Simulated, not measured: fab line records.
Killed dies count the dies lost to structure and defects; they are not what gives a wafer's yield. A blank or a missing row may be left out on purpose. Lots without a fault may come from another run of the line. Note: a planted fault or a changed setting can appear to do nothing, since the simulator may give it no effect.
A struck lot beside a sound one ; flow nand harc ; 15 steps out of a route of 1302
Sound: wafers L596.4, L596.5, L596.6. Struck: wafer L605.5 (left out: L605.1, L605.3 of the same lot, which were not struck); the cause appears at the end.
Order at every step that has rows: each side's tool, ch and its chambers, its first start. Under that, the readings that differ: sound wafers ; struck wafers ; difference of the means ; sigmas: that difference in standard deviations of wafers without a fault.
alike: words and numbers the same on both sides, and readings whose means are apart by under 2 such deviations; not compared: readings that were withheld, readings missing a value for some wafer, numbers with overlapping values and no deviation given by the record, and bounds like >300 which may hide the same value.
The two part at a step that has a row with sigmas, a row that says differs or no value, or rows on one side only. Numbers that have no deviation but don't overlap get no sigmas and don't part them. A reading that every wafer of one side lacks parts them only if that side has two wafers or more.

first, 7 steps without rows for these wafers: NHARC_A_SLIT_HMDS_02 (time 30 s); NHARC_A_SLIT_COAT_03 (resist thk 90 nm); NHARC_A_SLIT_SOFTBAKE_04 (time 55 s); NHARC_A_SLIT_EBR_05; NHARC_A_SLIT_EXPOSE_06 (exposes mask SLIT); NHARC_A_SLIT_PEB_07 (peb time 65 s); NHARC_A_SLIT_DEVELOP_08 (develop time 35 s).
NHARC_A_SLIT_CD_MEAS_09: target cd 300 nm.
  sound on cd sem-01 ch 0, day 21 05:17; struck on cd sem-03 ch 0, day 24 18:52
  alike: cd nm
NHARC_A_SLIT_OVL_MEAS_10:
  sound on overlay-02 at day 21 05:22; struck on overlay-01 at day 24 18:57
  alike: overlay x nm, overlay y nm
NHARC_A_SLIT_INSPECT_11:
  sound on defect inspect-02 at day 21 05:23; struck on defect inspect-02 at day 24 18:59
  alike: raw defect count
NHARC_A_SLIT_DESCUM_14: chemistry O2, time 3 s.
  sound on rie diel-13 ch 0,1, day 21 05:27; struck on rie diel-13 ch 0, day 24 19:02
  alike: drypump motor current A, oes product au, rf vpp V, showerhead plenum p Torr, throttle valve pct
  not compared: rf hours counter h
NHARC_A_SLIT_ETCH_24: etches the open film in CF4/CHF3, target depth 121 nm, time 60.5 s.
  sound on rie diel-13 ch 0,3, day 21 05:32; struck on rie diel-13 ch 2, day 24 19:08
reading;sound;struck;difference;sigmas
drypump motor current A (A);4.7 4.8 5.6;6.3;+1.3;+2
  alike: oes product au, rf vpp V, run length s, showerhead plenum p Torr, throttle valve pct
  not compared: rf hours counter h
NHARC_A_SLIT_ETCH_15: etches the open film in O2/COS, target depth 6200 nm, time 1612 s.
  sound on rie diel-13 ch 0,3, day 21 05:44; struck on rie diel-13 ch 1, day 24 19:13
reading;sound;struck;difference;sigmas
run length s (s);1633.0 1633.2 1632.8;1138.6;-494.4;-99 or more
model.A_SLIT.cd offset nm (nm);-0.6386 0.3112 0.1573;-6.35;-6.29;
  alike: drypump motor current A, oes product au, rf vpp V, showerhead plenum p Torr, throttle valve pct
  not compared: rf hours counter h
NHARC_A_SLIT_ETCH_17: etches the open film in C4F8/O2/Ar, time 4254.5 s, target depth 20300 nm.
  sound on har etch-02 ch 0,1, day 21 09:41; struck on har etch-02 ch 0, day 24 22:07
  alike: c4f8 flow sccm, drypump motor current A, showerhead plenum p Torr, throttle valve pct
  not compared: rf hours counter h, run length s
-- the record jumps here: 5 days lie between the struck wafers' starts before and after (it left off in module A_SLIT and takes up again in module END, whose first step shown is number 1302 of the route) --
NHARC_END_SORT_01:
  at this point the record logs the struck wafers (prober-01 ch 0, day 29 16:26) and has no rows for the sound ones

## WHERE THEY PART
At NHARC_A_SLIT_ETCH_24 first; at NHARC_END_SORT_01 last (within this record only).

WHY: whatever the simulator had introduced
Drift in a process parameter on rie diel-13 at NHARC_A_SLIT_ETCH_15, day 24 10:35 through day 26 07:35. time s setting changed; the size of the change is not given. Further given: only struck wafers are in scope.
